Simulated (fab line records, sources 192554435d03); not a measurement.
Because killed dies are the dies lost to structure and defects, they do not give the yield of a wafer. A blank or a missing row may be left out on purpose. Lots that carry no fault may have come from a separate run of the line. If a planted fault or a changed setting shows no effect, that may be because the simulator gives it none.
Chamber matching	flow n5-finfet	N5_DUMMY_REMOVAL_STRIP_10 on rie-diel-05: 4 sister chambers
The step strips in N2/H2, time 40 s. 7 wafers are shown with their chamber, then 7 later ones without.

WAFERS, EACH WITH ITS CHAMBER
wafer	chamber	showerhead-plenum-p-Torr (Torr)	throttle-valve-pct (%)
L815.5	3	3.35	12.20
L823.5	1	3.57	11.87
L825.1	2	3.57	12.13
L825.4	0	3.31	12.32
L825.5	1	3.57	11.89
L827.1	2	3.56	12.14
L827.2	0	3.30	12.34

WAFERS WHOSE CHAMBER IS MISSING
wafer	showerhead-plenum-p-Torr (Torr)	throttle-valve-pct (%)
L827.4	3.33	12.26
L828.1	3.31	12.35
L828.2	3.33	12.25
L828.3	3.56	12.14
L835.1	3.55	12.18
L835.3	3.33	12.29
L835.6	3.33	12.28

WHICH CHAMBER EACH WENT THROUGH
wafer	from the rows above	in truth
L827.4	can't be placed: 3 or 0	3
L828.1	0	0
L828.2	3	3
L828.3	2	2
L835.1	2	2
L835.3	0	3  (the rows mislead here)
L835.6	can't be placed: 0 or 3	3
4 of 7 placed correctly. From these rows, 2 cannot be placed; in 2 the true chamber is one of the candidates. Wrongly placed: 1.
How it was worked out, from the rows above alone: a wafer's distance from a chamber is the root of the sum, over the readings, of the square of ((its reading less the chamber's mean) divided by the reading's scatter). If the next closest chamber is less than 2 further off than the closest, the wafer can't be placed; otherwise it belongs to the closest. The mean given for a chamber averages the wafers shown for that chamber. The scatter: the root of (the sum of the squares of (reading less its chamber's mean) over the shown wafers, divided by (wafers less chambers)).
